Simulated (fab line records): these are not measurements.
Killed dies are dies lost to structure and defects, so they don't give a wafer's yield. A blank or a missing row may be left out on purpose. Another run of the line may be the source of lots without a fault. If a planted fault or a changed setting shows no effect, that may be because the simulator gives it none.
Problem report, 8D (eight disciplines) form, completed by code    flow nand harc    the parts of the form that need people (team, actions taken, sign-off) are left out

## 1. THE ISSUE
killed at periphery at NHARC_END_SORT_01 reads a mean of 648.5 on 4 wafers of 3 lots; wafers without a fault read 2.4 with a standard deviation of 1.8. So: +99 or more standard deviations from the usual mean.
Earliest sighting: wafer L103.1 on prober-01 at day 21 21:55. The record holds 17 wafers of 7 lots with a number at this step. The rule behind "out" and "out of limits": a value lying over 4 standard deviations away from the usual mean. The rest of the wafers with a number are treated as sound.

## 2. WHAT IT IS, WHAT IT ISN'T
question                     is                                is not
which readings at this step  killed at periphery, killed dies  killed at array, killed at other, killed short
which lots                   L101, L102, L103                  L989, L990, L991, L993
which wafers of those lots   L101.6, L102.5, L103.1, L103.4    L103.2
read on which gauges         prober-01, prober-02              -
when                         from day 21 21:55                 up to then (12 sound wafers); but 1 sound wafer of L103 came after

## 3. THE SUSPECTS, EACH WITH WHAT RULES IT OUT
Counting: any tool at a process step up to the reading remains a suspect provided it ran every lot that is out. Sound lots after the first of them don't rule it out here, since some wafers of a struck lot are sound.
- the gauge at NHARC_END_SORT_01 has been ruled out. Those wafers that are out were read across 2 gauges (prober-01, prober-02).
- hdpcvd-01 at NHARC_P_STI_HDPCVD_20 (deposits SiO2): kept. It processed each lot that is out (first: L101, day 6 04:20); up to then, its last sound lot is L993 (day 3 23:01).
Left after counting: hdpcvd-01 at NHARC_P_STI_HDPCVD_20.

## 4. THE CAUSE (what the simulator had put in)
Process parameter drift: hdpcvd-01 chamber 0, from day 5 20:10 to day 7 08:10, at NHARC_P_STI_HDPCVD_20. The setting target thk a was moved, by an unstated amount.
The count eliminated every tool but this one.

## 5. THE CHAIN OF EFFECTS, in route order
Each row: a reading whose mean over the struck wafers that have a number lies more than 3 standard deviations from the usual. Scope: only readings with a usual standard deviation given in the record; hours: median across lots of the time from each lot's start at the first step in this table that gives one to its start at this step; sigmas: change in usual standard deviations.
hours  step               reading              usual  on struck wafers  change  sigmas
0      NHARC_END_SORT_01  killed at periphery  2.4    648.5             +646.1  +99 or more
0      NHARC_END_SORT_01  killed dies          30     677               +647    +65

## 6. WHAT WOULD HAVE CAUGHT IT SOONER
386 hours passed between the start of the fault at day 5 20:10 and the first reading out of limits at a measuring or inspecting step in this record, taken at day 21 21:55.
By day 21 21:55 the whole set of lots that are out, 3 in number, had already begun NHARC_P_STI_HDPCVD_20 on hdpcvd-01. Had the tool been put on hold then, not one of them would have been saved.
